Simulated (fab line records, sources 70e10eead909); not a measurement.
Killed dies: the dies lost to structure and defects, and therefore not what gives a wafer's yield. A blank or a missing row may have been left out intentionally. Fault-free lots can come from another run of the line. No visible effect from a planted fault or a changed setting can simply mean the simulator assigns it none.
Matching of chambers || flow nand_harc || NHARC_A_STAIRCASE_DEP_151 on pecvd-04: 3 sister chambers
The step deposits SiO2, target thk 7200 nm. 14 wafers are shown with their chamber, then 7 later ones without.

WAFERS WITH THEIR CHAMBER
{"wafer": "L077.3", "chamber": 1, "heater_power_w (W)": 844, "rf_fwd_power_W (W)": 497.0, "susceptor_temp_C (C)": 400.32}
{"wafer": "L077.4", "chamber": 0, "heater_power_w (W)": 685, "rf_fwd_power_W (W)": 499.5, "susceptor_temp_C (C)": 400.17}
{"wafer": "L077.6", "chamber": 1, "heater_power_w (W)": 715, "rf_fwd_power_W (W)": 498.0, "susceptor_temp_C (C)": 400.35}
{"wafer": "L078.2", "chamber": 0, "heater_power_w (W)": 726, "rf_fwd_power_W (W)": 499.5, "susceptor_temp_C (C)": 400.11}
{"wafer": "L078.3", "chamber": 2, "heater_power_w (W)": 745, "rf_fwd_power_W (W)": 497.9, "susceptor_temp_C (C)": 400.09}
{"wafer": "L078.5", "chamber": 0, "heater_power_w (W)": 682, "rf_fwd_power_W (W)": 498.3, "susceptor_temp_C (C)": 400.00}
{"wafer": "L082.3", "chamber": 2, "heater_power_w (W)": 803, "rf_fwd_power_W (W)": 500.4, "susceptor_temp_C (C)": 400.16}
{"wafer": "L082.4", "chamber": 1, "heater_power_w (W)": 716, "rf_fwd_power_W (W)": 499.1, "susceptor_temp_C (C)": 399.91}
{"wafer": "L082.6", "chamber": 0, "heater_power_w (W)": 690, "rf_fwd_power_W (W)": 495.5, "susceptor_temp_C (C)": 400.20}
{"wafer": "L087.3", "chamber": 2, "heater_power_w (W)": 781, "rf_fwd_power_W (W)": 501.4, "susceptor_temp_C (C)": 400.08}
{"wafer": "L087.4", "chamber": 1, "heater_power_w (W)": 705, "rf_fwd_power_W (W)": 500.3, "susceptor_temp_C (C)": 400.02}
{"wafer": "L087.6", "chamber": 2, "heater_power_w (W)": 662, "rf_fwd_power_W (W)": 500.5, "susceptor_temp_C (C)": 399.94}
{"wafer": "L091.2", "chamber": 1, "heater_power_w (W)": 861, "rf_fwd_power_W (W)": 500.7, "susceptor_temp_C (C)": 400.55}
{"wafer": "L091.3", "chamber": 2, "heater_power_w (W)": 817, "rf_fwd_power_W (W)": 501.2, "susceptor_temp_C (C)": 400.08}

SIGNATURES (averages over the wafers above)
{"reading": "heater_power_w", "chamber 0": 695.75, "chamber 1": 768.20, "chamber 2": 761.60, "scatter within a chamber": 60.7}
{"reading": "rf_fwd_power_W", "chamber 0": 498.200, "chamber 1": 499.020, "chamber 2": 500.280, "scatter within a chamber": 1.6}
{"reading": "susceptor_temp_C", "chamber 0": 400.1200, "chamber 1": 400.2300, "chamber 2": 400.0700, "scatter within a chamber": 0.171}
Rule: for each reading, subtract the chamber's mean from the wafer's reading, divide by that reading's scatter and square the result; add these up over the readings and take the root, which gives the wafer's distance from the chamber. If the next closest chamber is less than 2 further off than the closest, the wafer can't be placed; otherwise it belongs to the closest. The scatter is the square root of a quotient: the sum, over the shown wafers, of each reading's squared deviation from its chamber's mean, divided by wafers minus chambers.

WAFERS WITH NO CHAMBER GIVEN
{"wafer": "L091.6", "heater_power_w (W)": 716, "rf_fwd_power_W (W)": 502.1, "susceptor_temp_C (C)": 400.71}
{"wafer": "L090.1", "heater_power_w (W)": 836, "rf_fwd_power_W (W)": 500.4, "susceptor_temp_C (C)": 400.16}
{"wafer": "L090.5", "heater_power_w (W)": 662, "rf_fwd_power_W (W)": 499.0, "susceptor_temp_C (C)": 399.91}
{"wafer": "L090.6", "heater_power_w (W)": 676, "rf_fwd_power_W (W)": 501.9, "susceptor_temp_C (C)": 399.71}
{"wafer": "L097.2", "heater_power_w (W)": 723, "rf_fwd_power_W (W)": 499.3, "susceptor_temp_C (C)": 400.05}
{"wafer": "L097.4", "heater_power_w (W)": 681, "rf_fwd_power_W (W)": 498.9, "susceptor_temp_C (C)": 400.14}
{"wafer": "L097.5", "heater_power_w (W)": 687, "rf_fwd_power_W (W)": 498.9, "susceptor_temp_C (C)": 399.84}

WHICH CHAMBER EACH WENT THROUGH
{"wafer": "L091.6", "from the rows above": "can't be placed: 1 or 2 or 0", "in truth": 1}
{"wafer": "L090.1", "from the rows above": "can't be placed: 2 or 1 or 0", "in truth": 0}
{"wafer": "L090.5", "from the rows above": "can't be placed: 0 or 2 or 1", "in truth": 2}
{"wafer": "L090.6", "from the rows above": "can't be placed: 2 or 0 or 1", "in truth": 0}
{"wafer": "L097.2", "from the rows above": "can't be placed: 2 or 0 or 1", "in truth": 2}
{"wafer": "L097.4", "from the rows above": "can't be placed: 0 or 1 or 2", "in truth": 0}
{"wafer": "L097.5", "from the rows above": "can't be placed: 0 or 2 or 1", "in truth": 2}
0 of 7 placed correctly. Unplaceable from these rows: 7, with the true chamber sitting among the candidates in 7. Number placed wrongly: 0.
